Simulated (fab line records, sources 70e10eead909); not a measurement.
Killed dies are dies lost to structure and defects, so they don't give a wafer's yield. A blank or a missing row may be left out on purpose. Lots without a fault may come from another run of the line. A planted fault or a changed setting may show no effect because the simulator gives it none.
A struck lot beside a sound one | flow nand_harc | 22 steps out of a route of 1302
Sound: wafers L194.1, L194.2, L194.5. Struck: wafer L192.3. (L192.4 of the same lot was not struck and is left out.) The cause comes at the end.
At each step with rows: each side's tool, then ch and its chambers, then its first start. Under that, the readings that differ: sound wafers | struck wafers | difference of the means | sigmas: that difference in standard deviations of wafers without a fault.
alike: readings whose means differ by less than 2 such deviations, and words and numbers that are the same on both sides. not compared: withheld readings, readings that some wafer has no value for, bounds like >300 that may hide the same value, and numbers for which the record gives no deviation and whose values overlap.
The two part at a step that has a row with sigmas, a row that says differs or no value, or rows on one side only. Numbers that don't overlap but have no deviation are shown without sigmas and don't part them. A reading that every wafer of one side lacks parts them only if that side has two wafers or more.

NHARC_P_CONTACT_CMP_24: polishes, t overpolish 30 s, target thk 200 nm.
  sound on cmp-03 ch 0,2, day 12 02:31; struck on cmp-04 ch 0, day 11 02:42
  alike: edge_zone_pressure_frac, motor_current_A, overpolish_run_s, time_to_endpoint_s
then, 1 step without rows for these wafers: NHARC_P_CONTACT_SRD_26.
NHARC_P_CONTACT_INSPECT_27:
  sound on defect_inspect-02, day 12 02:55; struck on defect_inspect-02, day 11 03:05
  alike: raw_defect_count
then, 8 steps without rows for these wafers: NHARC_P_M0_DEP_00 (deposits SiOC, target thk 150 nm); NHARC_P_M0_DEHYDRATE_01 (time 120 s); NHARC_P_M0_HMDS_02 (time 30 s); NHARC_P_M0_COAT_33 (time 65 s); NHARC_P_M0_COAT_03 (resist thk 90 nm); NHARC_P_M0_SOFTBAKE_04 (time 55 s); NHARC_P_M0_EBR_05; NHARC_P_M0_EXPOSE_06 (exposes mask P M0, target cd 90 nm).
NHARC_P_M0_PEB_07: peb time 65 s.
  sound on litho_track-01 ch 0, day 12 03:44; struck on litho_track-04 ch 0, day 11 03:47
  reading                  | sound             | struck | difference | sigmas
  heater_power_total_W (W) | 156.3 156.0 156.4 | 176.4  | +20.2      | +50
then, 1 step without rows for these wafers: NHARC_P_M0_DEVELOP_08 (develop time 35 s).
NHARC_P_M0_CD_MEAS_09: target cd 90 nm.
  sound on cd_sem-03 ch 0, day 12 03:49; struck on cd_sem-01 ch 0, day 11 03:52
  reading    | sound          | struck | difference | sigmas
  cd_nm (nm) | 89.7 90.2 89.2 | 81.6   | -8.1       | -14
NHARC_P_M0_OVL_MEAS_10: pitch 180 nm.
  sound on overlay-01, day 12 03:55; struck on overlay-02, day 11 03:57
  alike: overlay_x_nm, overlay_y_nm
NHARC_P_M0_INSPECT_11:
  sound on defect_inspect-02, day 12 03:56; struck on defect_inspect-02, day 11 03:59
  alike: raw_defect_count
NHARC_P_M0_DESCUM_14: chemistry O2, time 3 s.
  sound on rie_diel-02 ch 0,2, day 12 04:00; struck on rie_diel-04 ch 3, day 11 04:04
  reading               | sound             | struck | difference | sigmas
  model.P_M0.cd_nm (nm) | 90.19 90.25 89.91 | 81.78  | -8.34      |
  alike: drypump_motor_current_A, oes_product_au, rf_vpp_V, showerhead_plenum_p_Torr, throttle_valve_pct
  not compared: rf_hours_counter_h
NHARC_P_M0_ETCH_34: etches the open film in N2/H2, target depth 40 nm, overetch 12 nm, time 43.94 s.
  sound on rie_diel-02 ch 1,2,3, day 12 04:05; struck on rie_diel-04 ch 0, day 11 04:13
  alike: bias_w, drypump_motor_current_A, oes_product_au, rf_vpp_V, showerhead_plenum_p_Torr, throttle_valve_pct
  not compared: rf_hours_counter_h
NHARC_P_M0_ETCH_15: etches the open film in C4F8/Ar, target depth 150 nm, overetch 15 nm, time 82.5 s.
  sound on rie_diel-02 ch 0,2,3; struck on rie_diel-04 ch 1
  reading               | sound             | struck | difference | sigmas
  bias_w (W)            | 300.1 303.0 300.2 | 298.9  | -2.2       | -3
  rf_vpp_V (V)          | 442.7 445.0 442.4 | 436.2  | -7.2       | -2
  model.P_M0.cd_nm (nm) | 89.96 90.37 89.83 | 81.83  | -8.22      |
  alike: oes_product_au
  not compared: rf_hours_counter_h
NHARC_P_M0_CD_MEAS_16:
  sound on cd_sem-02, day 12 04:18; struck on cd_sem-03, day 11 04:26
  reading    | sound          | struck | difference | sigmas
  cd_nm (nm) | 90.1 90.3 89.8 | 81.8   | -8.3       | -11
NHARC_P_M0_STRIP_18: strips in N2/H2.
  sound on rie_diel-02 ch 1,2,3, day 12 04:23; struck on rie_diel-04 ch 3, day 11 04:30
  alike: drypump_motor_current_A, oes_product_au, rf_vpp_V, showerhead_plenum_p_Torr, throttle_valve_pct
  not compared: rf_hours_counter_h
-- the record jumps here: 18 days lie between the struck wafers' starts before and after (it left off in module P_M0 and takes up again in module END, whose first step shown is number 1302 of the route) --
NHARC_END_SORT_01:
  sound on prober-01 ch 0, day 30 08:19; struck on prober-01 ch 0, day 29 10:34
  alike: defect_limited_yield, killed_at_array, killed_at_other, killed_at_periphery, killed_dies, killed_open, killed_short

WHERE THEY PART
First at NHARC_P_M0_PEB_07; last, within this record, at NHARC_P_M0_CD_MEAS_16. Later steps at which nothing parts them and some readings are alike: NHARC_P_M0_STRIP_18, NHARC_END_SORT_01.

WHY: what the simulator had put in
Process parameter drift: litho_track-04, from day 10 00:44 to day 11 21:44, at NHARC_P_M0_PEB_07. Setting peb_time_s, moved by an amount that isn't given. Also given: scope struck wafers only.
